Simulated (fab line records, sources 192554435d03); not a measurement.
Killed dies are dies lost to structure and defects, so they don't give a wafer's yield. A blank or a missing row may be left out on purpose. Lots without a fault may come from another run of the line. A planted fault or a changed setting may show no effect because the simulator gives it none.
Chamber matching | flow n5_finfet | N5_PMOS_HMC_CHANNEL_EPI_CMP_21 on cmp-03: 4 sister chambers
The step polishes SiGe30, target thk 54 nm. 8 wafers are shown with their chamber, then 12 later ones without.

WAFERS WITH THEIR CHAMBER
wafer  | chamber | motor_current_A (A)
L086.3 | 0       | 12.8
L087.1 | 0       | 12.8
L087.3 | 3       | 11.4
L087.4 | 2       | 13.6
L087.6 | 1       | 13.6
L090.1 | 2       | 14.2
L090.4 | 1       | 13.1
L090.5 | 3       | 10.1

WAFERS WITHOUT THEIR CHAMBER
wafer  | motor_current_A (A)
L091.1 | 13.2
L091.4 | 12.3
L091.5 | 12.8
L091.2 | 10.5
L091.3 | 13.6
L091.6 | 13.4
L096.3 | 13.9
L096.4 | 14.2
L096.5 | 14.0
L096.1 | 12.7
L096.2 | 10.6
L096.6 | 14.9

WHICH CHAMBER EACH WENT THROUGH
wafer  | from the rows above          | in truth
L091.1 | can't be placed: 1 or 0 or 2 | 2
L091.4 | can't be placed: 0 or 1 or 3 | 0
L091.5 | can't be placed: 0 or 1      | 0
L091.2 | 3                            | 3
L091.3 | can't be placed: 1 or 2 or 0 | 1
L091.6 | can't be placed: 1 or 2 or 0 | 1
L096.3 | can't be placed: 2 or 1      | 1
L096.4 | can't be placed: 2 or 1      | 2
L096.5 | can't be placed: 2 or 1      | 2
L096.1 | can't be placed: 0 or 1      | 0
L096.2 | 3                            | 3
L096.6 | can't be placed: 2 or 1      | 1
Placed correctly: 2 of 12. Can't be placed from these rows: 10 (the true chamber is among the candidates in 10). Placed wrongly: 0.
How it was worked out, from the rows above alone: a wafer's distance from a chamber is the root of the sum, over the readings, of the square of ((its reading less the chamber's mean) divided by the reading's scatter). The wafer belongs to the nearest chamber; if the next one is less than 2 further off, it can't be placed. A chamber's mean is the mean of its shown wafers. The scatter: the root of (the sum of the squares of (reading less its chamber's mean) over the shown wafers, divided by (wafers less chambers)).
